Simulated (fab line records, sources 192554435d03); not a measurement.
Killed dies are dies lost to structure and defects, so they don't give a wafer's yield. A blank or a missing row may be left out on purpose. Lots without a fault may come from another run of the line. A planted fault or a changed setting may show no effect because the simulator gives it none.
Chamber matching | flow n5_finfet | N5_BEOL_M13_ILD_DEP_00 on pecvd-04: 3 sister chambers
The step deposits SiOC from DEMS/O2, target thk 837.92 nm, time 166.4 s. 14 wafers are shown with their chamber, then 7 later ones without.

WAFERS WITH THEIR CHAMBER
wafer  | chamber | heater_power_w (W) | throttle_valve_pct (%) | showerhead_plenum_p_Torr (Torr)
L074.2 | 1       | 489                | 11.7                   | 5.691
L074.3 | 0       | 402                | 12.4                   | 5.687
L074.4 | 2       | 506                | 12.2                   | 5.665
L081.1 | 0       | 419                | 12.2                   | 5.697
L081.3 | 1       | 503                | 11.6                   | 5.714
L081.6 | 2       | 415                | 12.2                   | 5.686
L082.1 | 0       | 412                | 12.6                   | 5.691
L082.3 | 2       | 509                | 12.6                   | 5.683
L082.4 | 1       | 523                | 12.1                   | 5.697
L086.2 | 1       | 517                | 12.2                   | 5.704
L086.3 | 2       | 427                | 12.5                   | 5.689
L086.6 | 2       | 470                | 12.4                   | 5.700
L093.2 | 0       | 400                | 12.2                   | 5.684
L093.3 | 1       | 501                | 12.0                   | 5.696

SIGNATURES (means of the wafers above)
reading                  | chamber 0 | chamber 1 | chamber 2 | scatter within a chamber
heater_power_w           | 408.25    | 506.60    | 465.40    | 27.9
throttle_valve_pct       | 12.350    | 11.920    | 12.380    | 0.214
showerhead_plenum_p_Torr | 5.68975   | 5.70040   | 5.68460   | 0.0098
Rule: a wafer's distance from a chamber is the root of the sum, over the readings, of the square of ((its reading less the chamber's mean) divided by the reading's scatter). The wafer belongs to the nearest chamber; if the next one is less than 2 further off, it can't be placed. The scatter: the root of (the sum of the squares of (reading less its chamber's mean) over the shown wafers, divided by (wafers less chambers)).

WAFERS WITHOUT THEIR CHAMBER
wafer  | heater_power_w (W) | throttle_valve_pct (%) | showerhead_plenum_p_Torr (Torr)
L093.4 | 532                | 12.1                   | 5.701
L095.2 | 553                | 12.0                   | 5.704
L095.5 | 490                | 12.7                   | 5.689
L095.6 | 572                | 11.9                   | 5.681
L094.3 | 525                | 12.1                   | 5.686
L094.4 | 506                | 12.5                   | 5.677
L094.6 | 558                | 11.8                   | 5.697

WHICH CHAMBER EACH WENT THROUGH
wafer  | from the rows above     | in truth
L093.4 | can't be placed: 1 or 2 | 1
L095.2 | 1                       | 1
L095.5 | can't be placed: 2 or 0 | 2
L095.6 | can't be placed: 1 or 2 | 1
L094.3 | can't be placed: 1 or 2 | 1
L094.4 | can't be placed: 2 or 1 | 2
L094.6 | 1                       | 1
Placed correctly: 2 of 7. Can't be placed from these rows: 5 (the true chamber is among the candidates in 5). Placed wrongly: 0.
